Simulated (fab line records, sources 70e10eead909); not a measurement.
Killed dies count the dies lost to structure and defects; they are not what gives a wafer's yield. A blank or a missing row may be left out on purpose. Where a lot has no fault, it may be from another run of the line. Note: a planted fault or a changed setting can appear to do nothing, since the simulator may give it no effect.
Struck lot and sound lot, side by side | flow nand_harc | 22 out of 1159 route steps
Sound: the wafers L907.1, L907.2, L907.5. Struck: wafer L922.6. (L922.1, L922.2 of the same lot were not struck and are left out.) The cause comes at the end.
Per side, at each step with rows, come the tool, then ch with its chambers, and then its first start. Under that, the readings that differ: sound wafers | struck wafers | difference of the means | sigmas: that difference in standard deviations of wafers without a fault.
alike: readings whose means differ by less than 2 such deviations, and words and numbers that are the same on both sides. not compared: withheld readings, readings that some wafer has no value for, bounds like >300 that may hide the same value, and numbers for which the record gives no deviation and whose values overlap.
Wherever a step has rows on one side only, a row that says differs or no value, or a row with sigmas, the two part there. When numbers do not overlap yet have no deviation, they are printed without sigmas and do not part them. Lack of a reading on every wafer of one side parts them only where that side has two or more wafers.

NHARC_A_BLC_CMP_25: polishes, t overpolish 30 s, target thk 150 nm.
  sound on cmp-01 ch 0,1,2, day 17 16:54; struck on cmp-03 ch 2, day 21 03:44
  alike: motor_current_A, overpolish_run_s, slurry_filter_dp_kPa, time_to_endpoint_s
next, for these wafers, 1 step has no rows: NHARC_A_BLC_SRD_27.
NHARC_A_BLC_INSPECT_28:
  sound on defect_inspect-01, day 17 17:18; struck on defect_inspect-02, day 21 04:08
  alike: raw_defect_count
then, 8 steps without rows for these wafers: NHARC_A_M0_DEP_00 (deposits SiOC, target thk 150 nm); NHARC_A_M0_DEHYDRATE_01 (time 120 s); NHARC_A_M0_HMDS_02 (time 30 s); NHARC_A_M0_COAT_33 (time 65 s); NHARC_A_M0_COAT_03 (resist thk 90 nm); NHARC_A_M0_SOFTBAKE_04 (time 55 s); NHARC_A_M0_EBR_05; NHARC_A_M0_EXPOSE_06 (exposes mask A M0, target cd 80 nm).
NHARC_A_M0_PEB_07: peb time 65 s.
  sound on litho_track-06 ch 0, day 17 18:00; struck on litho_track-06 ch 0, day 21 04:57
then, 1 step without rows for these wafers: NHARC_A_M0_DEVELOP_08 (develop time 35 s).
NHARC_A_M0_CD_MEAS_09 targets a cd of 80 nm.
  sound on cd_sem-01 ch 0, day 17 18:05; struck on cd_sem-01 ch 0, day 21 05:02
  reading    | sound          | struck | difference | sigmas
  cd_nm (nm) | 80.2 79.9 80.3 | 89.1   | +9.0       | +15
NHARC_A_M0_OVL_MEAS_10: pitch 160 nm.
  sound on overlay-01, day 17 18:11; struck on overlay-02, day 21 05:07
  reading           | sound       | struck | difference | sigmas
  overlay_y_nm (nm) | 0.6 0.7 0.1 | -2.7   | -3.2       | -3
  alike: overlay_x_nm
NHARC_A_M0_INSPECT_11:
  sound on defect_inspect-02, day 17 18:14; struck on defect_inspect-01, day 21 05:10
  alike: raw_defect_count
NHARC_A_M0_DESCUM_14: chemistry O2, time 3 s.
  sound on rie_diel-11 ch 0,3, day 17 18:18; struck on rie_diel-11 ch 1, day 21 05:14
  reading                | sound                | struck | difference | sigmas
  throttle_valve_pct (%) | 11.311 11.307 11.299 | 11.331 | +0.025     | +3
  model.A_M0.cd_nm (nm)  | 80.09 79.89 80.55    | 89.19  | +9.01      |
  alike: drypump_motor_current_A, oes_product_au, rf_vpp_V, showerhead_plenum_p_Torr
  not compared: rf_hours_counter_h
NHARC_A_M0_ETCH_34: etches the open film in N2/H2, target depth 40 nm, overetch 12 nm, time 43.94 s.
  sound on rie_diel-11 ch 0,2, day 17 18:23; struck on rie_diel-11 ch 2, day 21 05:18
  alike: drypump_motor_current_A, oes_product_au, rf_vpp_V, showerhead_plenum_p_Torr, throttle_valve_pct
  not compared: rf_hours_counter_h
NHARC_A_M0_ETCH_15: etches the open film in C4F8/Ar, target depth 150 nm, overetch 15 nm, time 82.5 s.
  sound on rie_diel-11 ch 1,2,3; struck on rie_diel-11 ch 1
  reading               | sound             | struck | difference | sigmas
  model.A_M0.cd_nm (nm) | 80.21 80.36 80.69 | 89.43  | +9.01      |
  alike: oes_product_au, rf_vpp_V
  not compared: rf_hours_counter_h
NHARC_A_M0_CD_MEAS_16:
  sound on cd_sem-01, day 17 18:35; struck on cd_sem-03, day 21 05:31
  reading    | sound          | struck | difference | sigmas
  cd_nm (nm) | 80.2 80.2 80.8 | 89.6   | +9.2       | +12
NHARC_A_M0_STRIP_18: strips in N2/H2.
  sound on rie_diel-02 ch 0,2,3, day 17 18:43; struck on rie_diel-12 ch 0, day 21 05:37
  reading                         | sound          | struck | difference | sigmas
  drypump_motor_current_A (A)     | 5.9 5.5 5.1    | 6.4    | +0.9       | +2
  showerhead_plenum_p_Torr (Torr) | 2.16 2.10 2.07 | 1.92   | -0.19      | -2
  alike: oes_product_au, rf_vpp_V, throttle_valve_pct
  not compared: rf_hours_counter_h
-- the record jumps here: 3 days lie between the struck wafers' starts before and after (it left off in module A_M0 and takes up again in module END, whose first step shown is number 1159 of the route) --
NHARC_END_SORT_01:
  the record has rows for the struck wafers here (prober-02 ch 0, day 24 00:59) and none for the sound ones

== WHERE THEY PART ==
Last at NHARC_END_SORT_01 as far as this record goes, first at NHARC_A_M0_CD_MEAS_09.

WHY: what the simulator had put in
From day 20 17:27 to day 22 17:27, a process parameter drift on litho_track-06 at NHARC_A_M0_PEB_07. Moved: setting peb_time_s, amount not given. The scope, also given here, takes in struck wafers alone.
